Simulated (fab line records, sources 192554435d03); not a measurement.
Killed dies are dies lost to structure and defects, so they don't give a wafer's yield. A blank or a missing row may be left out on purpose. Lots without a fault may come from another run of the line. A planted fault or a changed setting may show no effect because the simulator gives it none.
One fault seen from 2 desks | flow n5_finfet | each desk has only its own numbers; what lay behind them comes last

THE TOOL OWNER'S DESK: pecvd-02
The tool's own readings at N5_BEOL_M9_PECVD_70 (deposits SiO2 from TEOS/O2, target thk 20 nm, time 22.7 s): means of the sampled wafers that have a number, for each lot that ran on this tool. A lot is out of limits, marked OUT, if its mean lies more than 4 standard deviations from the usual mean; the brackets give that distance.
Columns: A = chamber_pressure_Torr at N5_BEOL_M9_PECVD_70, usual 5.500 Torr; B = heater_power_outer_w at N5_BEOL_M9_PECVD_70, usual 436 W; C = heater_power_w at N5_BEOL_M9_PECVD_70, usual 747 W; D = showerhead_plenum_p_Torr at N5_BEOL_M9_PECVD_70, usual 8.77 Torr; E = throttle_valve_pct at N5_BEOL_M9_PECVD_70, usual 22.7 %
lot  | first seen here | A     | B   | C   | D    | E
L484 | day 17 00:13    | 5.509 | 482 | 773 | 8.76 | 23.1
L489 | day 18 23:56    | 5.500 | 372 | 674 | 8.78 | 22.8
This desk's finding: nothing out of limits on any of the 2 lots.

THE METROLOGY DESK
What the gauges read, lot by lot, whatever tool the lot ran on: means of the sampled wafers that have a number. A lot is out of limits, marked OUT, if its mean lies more than 4 standard deviations from the usual mean; the brackets give that distance. Of its 11 readings 7 are shown: those that lie furthest out on some lot.
Columns: A = DIBL_N at N5_BEOL_M4_RC_MEAS_101, usual 37.7 mV/V; B = DIBL_P at N5_BEOL_M4_RC_MEAS_101, usual 37.7 mV/V; C = ION_N at N5_BEOL_M4_RC_MEAS_101, usual 681 uA/um; D = ION_P at N5_BEOL_M4_RC_MEAS_101, usual 463 uA/um; E = VT_N at N5_BEOL_M4_RC_MEAS_101, usual 248 mV; F = VT_P at N5_BEOL_M4_RC_MEAS_101, usual -249 mV; G = V7_OVL at N5_BEOL_M8_OVL_MEAS_29, usual -0.4 nm
lot  | first seen here | A    | B    | C   | D   | E   | F    | G
L470 | day 12 12:42    | 37.7 | 37.1 | 686 | 460 | 248 | -252 | -1.2
L474 | day 13 10:34    | 39.4 | 39.4 | 674 | 457 | 248 | -249 | -0.0
L475 | day 13 18:59    | 37.6 | 38.1 | 685 | 463 | 250 | -252 | -1.1
L476 | day 13 21:57    | 38.9 | 38.0 | 672 | 459 | 249 | -248 | -0.6
L478 | day 14 05:20    | 40.2 | 40.8 | 708 | 477 | 244 | -248 | -0.1
L484 | day 15 12:55    | 37.7 | 37.2 | 678 | 461 | 250 | -248 | -0.5
L480 | day 15 17:26    | 36.7 | 37.4 | 675 | 460 | 249 | -250 | 0.3
L483 | day 15 22:14    | 36.8 | 38.1 | 668 | 455 | 253 | -252 | 0.1
L486 | day 16 18:10    | 35.9 | 35.8 | 680 | 464 | 250 | -252 | 0.8
L487 | day 17 01:41    | 35.8 | 37.1 | 669 | 456 | 251 | -254 | -0.6
L489 | day 17 05:06    | 38.0 | 37.4 | 684 | 466 | 246 | -248 | -0.8
This desk's finding: nothing out of limits on any of the 11 lots.

PUT TOGETHER
The tool owner's desk saw nothing out of limits.
The metrology desk saw nothing out of limits.

WHAT THE SIMULATOR HAD PUT IN
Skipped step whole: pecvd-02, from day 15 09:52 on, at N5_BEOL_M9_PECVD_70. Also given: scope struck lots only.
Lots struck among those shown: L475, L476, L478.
